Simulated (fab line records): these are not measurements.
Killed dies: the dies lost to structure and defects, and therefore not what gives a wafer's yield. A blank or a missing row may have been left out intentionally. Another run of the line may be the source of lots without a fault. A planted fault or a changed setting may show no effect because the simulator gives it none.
Comparing a struck lot with a sound one / flow nandHarc / 14 steps out of a route of 1302
Sound: these wafers, L223.3, L223.4, L223.5. Wafers struck: L232.1, L232.4, L232.5. Last of all comes the cause.
Order at every step that has rows: each side's tool, ch and its chambers, its first start. Under that, the readings that differ: sound wafers / struck wafers / difference of the means / sigmas: that difference in standard deviations of wafers without a fault.
alike: a reading whose means differ by less than 2 such deviations, as well as words and numbers matching on both sides. not compared: withheld readings; readings where some wafer has no value; bounds like >300 that might hide an equal value; numbers whose values overlap and for which the record gives no deviation.
The two part at a step that has a row with sigmas, a row that says differs or no value, or rows on one side only. Numbers that don't overlap but have no deviation are shown without sigmas and don't part them. Lack of a reading on every wafer of one side parts them only where that side has two or more wafers.

first, 3 steps without rows for these wafers: NHARC_A_CHANNEL_HOLE_D2_STRIP_41 (strips in N2/H2); NHARC_A_CHANNEL_HOLE_D2_STRIP_42 (strips in CF4/CHF3); NHARC_A_CHANNEL_HOLE_D2_STRIP_43 (strips in O2/COS).
NHARC_A_CHANNEL_HOLE_D2_ETCH_44: etches the open film in CF4/O2, target depth 140 nm, overetch 14 nm, time 77 s.
  sound on rieDiel-09 ch 0,1, day 14 21:08; struck on rieDiel-07 ch 0,2,3, day 18 03:16
  alike: drypumpMotorCurrentA, oesProductAu, rfVppV, showerheadPlenumPTorr, throttleValvePct
  not compared: rfHoursCounterH
NHARC_A_CHANNEL_HOLE_D2_STRIP_28: strips in O2.
  sound: rieDiel-09 ch 0,3; struck: rieDiel-07 ch 0,2
  alike: drypumpMotorCurrentA, oesProductAu, rfVppV, showerheadPlenumPTorr, throttleValvePct
  not compared: rfHoursCounterH
then, 2 steps without rows for these wafers: NHARC_A_CHANNEL_HOLE_D2_PRECLEAN_29 (cleans in SC1); NHARC_A_CHANNEL_HOLE_D2_SRD_30.
NHARC_A_CHANNEL_HOLE_D2_CD_MEAS_31:
  sound on cdSem-02, day 14 22:03; struck on cdSem-03, day 18 04:02
  alike: cdNm
NHARC_A_CHANNEL_HOLE_D2_XSEM_32:
  sound on xsem-02 ch 0, day 14 22:08; struck on xsem-02 ch 0, day 18 04:08
  alike: botCdNm, bowNm, tiltDeg
NHARC_A_CHANNEL_HOLE_D2_INSPECT_40:
  sound on defectInspect-02, day 14 22:16; struck on defectInspect-02, day 18 04:14
  alike: rawDefectCount
then, 2 steps without rows for these wafers: NHARC_A_CHANNEL_FILL_D2_PRECLEAN_00 (cleans in SC1); NHARC_A_CHANNEL_FILL_D2_SRD_01.
NHARC_A_CHANNEL_FILL_D2_ALD_02: deposits SiO2, target thk 6 nm, pulse time 10 s, ald cycles 60.
  sound on aldHk-02 ch 1,2,3, day 14 22:31; struck on aldHk-02 ch 0,1, day 18 04:25
  no value came back on the struck wafers for aldCycles, heaterPowerOuterW (W), heaterPowerW (W), precursorPulseHeightRel; on the sound wafers aldCycles reads 60 60 60
NHARC_A_CHANNEL_FILL_D2_ALD_03: deposits SiNx, target thk 6 nm, pulse time 60 s, ald cycles 58.
  sound: aldSinBatch-01 ch 0; struck: aldSinBatch-01 ch 0
  alike: chamberPressureTorr, precursorPulseHeightRel

== WHERE THEY PART ==
At NHARC_A_CHANNEL_FILL_D2_ALD_02 and nowhere else, as far as this record goes. Later steps at which nothing parts them and some readings are alike: NHARC_A_CHANNEL_FILL_D2_ALD_03.

WHY: what had been put in by the simulator
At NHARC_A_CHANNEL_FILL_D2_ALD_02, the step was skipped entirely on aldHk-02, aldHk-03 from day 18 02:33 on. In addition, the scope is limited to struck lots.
